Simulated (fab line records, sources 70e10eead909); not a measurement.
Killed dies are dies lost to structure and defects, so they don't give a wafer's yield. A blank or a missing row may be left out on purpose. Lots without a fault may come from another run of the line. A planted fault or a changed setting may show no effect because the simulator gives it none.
Which tool did it? | flow nand_harc | 13 lots, 39 wafers sampled, at 6 steps of a route of 1159

WHAT THE GAUGES READ, wafer by wafer
NHARC_P_STI_OCD_MEAS_17.
lot  | measured    | on     | trench_depth_nm (nm) | trench_foot_cd_nm (nm)
L335 | day 2 11:53 | ocd-01 | 304 303 303          | 155.4 155.4 158.2
L337 | day 3 02:42 | ocd-01 | 296 300 298          | 165.4 158.0 157.9
L338 | day 3 02:44 | ocd-02 | 302 301 306          | 159.3 162.5 159.3
L339 | day 3 09:58 | ocd-02 | 299 299 304          | 158.0 160.5 157.5
L336 | day 3 10:08 | ocd-01 | 301 304 300          | 156.8 154.0 160.9
L341 | day 3 23:44 | ocd-02 | 308 307 307          | 158.8 157.4 158.3
L343 | day 4 12:00 | ocd-02 | 296 289 292          | 159.6 162.7 158.4
L346 | day 5 04:35 | ocd-02 | 300 302 300          | 156.3 161.4 157.6
L345 | day 5 04:37 | ocd-01 | 305 303 304          | 154.5 157.6 155.3
L347 | day 5 17:35 | ocd-02 | 301 301 302          | 154.8 160.2 158.3
L350 | day 6 07:17 | ocd-01 | 300 299 298          | 160.9 156.9 155.9
L351 | day 6 13:43 | ocd-01 | 306 303 305          | 159.2 155.6 153.1
L354 | day 7 02:30 | ocd-02 | 298 302 303          | 162.1 157.6 158.1

NHARC_P_GATE_CD_MEAS_26: target cd 120 nm.
lot  | measured    | on        | cd_nm (nm)
L335 | day 4 13:55 | cd_sem-01 | 119.7 119.6 120.1
L337 | day 5 07:58 | cd_sem-03 | 120.9 121.3 120.4
L338 | day 5 07:35 | cd_sem-03 | 120.9 120.8 120.9
L339 | day 5 18:05 | cd_sem-01 | 120.8 120.6 121.5
L336 | day 5 18:18 | cd_sem-02 | 120.7 120.3 120.2
L341 | day 6 11:49 | cd_sem-03 | 120.4 120.7 121.2
L343 | day 6 17:38 | cd_sem-03 | 121.4 120.5 120.8
L346 | day 7 22:26 | cd_sem-01 | 120.3 120.4 120.5
L345 | day 7 21:56 | cd_sem-03 | 119.3 119.5 119.3
L347 | day 7 21:46 | cd_sem-02 | 119.8 120.1 120.2
L350 | day 8 06:39 | cd_sem-03 | 119.7 119.9 119.9
L351 | day 8 18:28 | cd_sem-02 | 120.7 120.2 120.3
L354 | day 9 08:01 | cd_sem-01 | 120.4 121.0 120.3

NHARC_P_GATE_CD_MEAS_59: target cd 720 nm.
lot  | measured    | on        | cd_nm (nm)
L335 | day 5 03:38 | cd_sem-02 | 721.8 717.7 718.4
L337 | day 5 21:53 | cd_sem-02 | 718.5 718.1 717.7
L338 | day 5 21:30 | cd_sem-02 | 719.5 720.4 720.8
L339 | day 6 07:49 | cd_sem-01 | 721.6 720.0 719.6
L336 | day 6 08:09 | cd_sem-03 | 718.7 717.5 716.5
L341 | day 7 01:43 | cd_sem-01 | 722.0 719.7 718.3
L343 | day 7 07:14 | cd_sem-03 | 717.4 718.3 720.0
L346 | day 8 17:31 | cd_sem-02 | 719.3 717.0 719.5
L345 | day 8 11:58 | cd_sem-02 | 718.8 720.4 718.9
L347 | day 8 11:34 | cd_sem-02 | 718.2 720.0 720.1
L350 | day 8 20:56 | cd_sem-01 | 720.9 719.6 720.4
L351 | day 9 08:08 | cd_sem-03 | - - -
L354 | day 9 21:46 | cd_sem-02 | 719.8 720.4 722.0

NHARC_END_SORT_01.
lot  | measured     | on        | killed_at_array | killed_at_other | killed_at_periphery | killed_dies | killed_open | killed_short
L351 | day 24 03:49 | prober-01 | 26 33 25        | 2 0 1           | 649 644 651         | 677 677 677 | 1 8 0       | 4 3 2

WHICH TOOL RAN EACH LOT (tool, then ch and the chambers of the sampled wafers, then the start)
lot  | NHARC_P_GATE_DESCUM_31            | NHARC_P_GATE_EXPOSE_56
L335 | rie_diel-12 ch 2,3, day 4 14:06   | krf_scanner-04 ch 0, day 5 03:28
L337 | rie_diel-12 ch 0,3, day 5 08:19   | krf_scanner-01 ch 0, day 5 21:44
L338 | rie_diel-12 ch 0,1,3, day 5 07:47 | krf_scanner-01 ch 0, day 5 21:21
L339 | rie_diel-13 ch 0,1,3, day 5 18:17 | krf_scanner-01 ch 0, day 6 07:40
L336 | rie_diel-12 ch 1,2, day 5 18:29   | krf_scanner-03 ch 0, day 6 08:00
L341 | rie_diel-09 ch 0,1,2, day 6 12:01 | krf_scanner-03 ch 0, day 7 01:34
L343 | rie_diel-12 ch 0,2, day 6 17:49   | krf_scanner-03 ch 0, day 7 07:04
L346 | rie_diel-13 ch 1,3, day 7 22:38   | krf_scanner-03 ch 0, day 8 17:22
L345 | rie_diel-09 ch 1,2,3, day 7 22:07 | krf_scanner-01 ch 0, day 8 11:48
L347 | rie_diel-12 ch 0,2, day 7 21:58   | krf_scanner-03 ch 0, day 8 11:25
L350 | rie_diel-13 ch 0,1, day 8 06:53   | krf_scanner-01 ch 0, day 8 20:47
L351 | rie_diel-12 ch 0,2,3, day 8 18:39 | krf_scanner-01 ch 0, day 9 07:58
L354 | rie_diel-13 ch 1,2, day 9 08:14   | krf_scanner-03 ch 0, day 9 21:36
- NHARC_P_GATE_DESCUM_31: chemistry O2, time 3 s.
- NHARC_P_GATE_EXPOSE_56: exposes mask P PSD, target cd 720 nm.

WHAT THE TOOLS THEMSELVES READ (means of the sampled wafers that have a number; where no wafer has one, the mark that the record gives instead)
NHARC_P_GATE_DESCUM_31.
lot  | tool        | drypump_motor_current_A (A) | mfc_ar_sccm (sccm) | oes_product_au (a.u.) | rf_vpp_V (V) | showerhead_plenum_p_Torr (Torr) | throttle_valve_pct (%)
L335 | rie_diel-12 | 6.0                         | 0.000              | 1.005                 | 58.0         | 2.05                            | 11.314
L337 | rie_diel-12 | 5.3                         | 0.017              | 1.006                 | 58.9         | 1.94                            | 11.306
L338 | rie_diel-12 | 5.6                         | 0.016              | 0.999                 | 58.7         | 1.97                            | 11.309
L339 | rie_diel-13 | 5.7                         | 0.017              | 0.994                 | 58.0         | 1.99                            | 11.315
L336 | rie_diel-12 | 6.3                         | 0.007              | 1.006                 | 57.5         | 2.04                            | 11.318
L341 | rie_diel-09 | 6.0                         | 0.000              | 0.991                 | 58.5         | 1.91                            | 11.309
L343 | rie_diel-12 | 5.7                         | 0.017              | 0.998                 | 57.7         | 1.95                            | 11.322
L346 | rie_diel-13 | 5.6                         | 0.020              | 0.992                 | 58.4         | 2.02                            | 11.311
L345 | rie_diel-09 | 5.8                         | 0.003              | 0.992                 | 57.7         | 1.97                            | 11.315
L347 | rie_diel-12 | 5.7                         | 0.017              | 1.002                 | 56.9         | 1.95                            | 11.317
L350 | rie_diel-13 | 5.8                         | 0.004              | 0.992                 | 58.4         | 2.00                            | 11.306
L351 | rie_diel-12 | 5.6                         | 0.009              | 1.008                 | 58.2         | 1.99                            | 11.310
L354 | rie_diel-13 | 5.9                         | 0.007              | 0.986                 | 58.0         | 1.99                            | 11.313

THE ANSWER, worked out from the rows above alone
Rule: what is usual is taken from the lots themselves. Put in order of their means at a reading, lots are off if they are a third of the lots or fewer, leave a main group of 4 or more, and stand apart from it by a gap of 3 or more times the standard deviation of the main group's means; of several such gaps the widest counts. A main group whose means are all the same, to the digits that the tables above print for the reading, isn't used. A lot without any number at a reading at which 4 lots or more have one is off too. The other lots that the step has rows for count as sound. The gauges are gone through in route order, then the tools' own readings, and for those a lot's mean is taken as printed above. The first step at which some lot is off is used, and at that step the reading that is off furthest; a lot without a number counts as furthest.
Off: L351, at NHARC_P_GATE_CD_MEAS_59 (cd_nm). Without a number there: L351. The main group: mean 719.4 nm, standard deviation 0.96.
A tool fits if, at a process step before that reading, it ran every lot that is off, and no sound lot after the first of them. The gauges at NHARC_P_GATE_CD_MEAS_59 are tried like those tools. Can't be told from this: 3 tools fit, rie_diel-12 at NHARC_P_GATE_DESCUM_31, krf_scanner-01 at NHARC_P_GATE_EXPOSE_56, cd_sem-03 at NHARC_P_GATE_CD_MEAS_59.

WHAT THE SIMULATOR HAD PUT IN
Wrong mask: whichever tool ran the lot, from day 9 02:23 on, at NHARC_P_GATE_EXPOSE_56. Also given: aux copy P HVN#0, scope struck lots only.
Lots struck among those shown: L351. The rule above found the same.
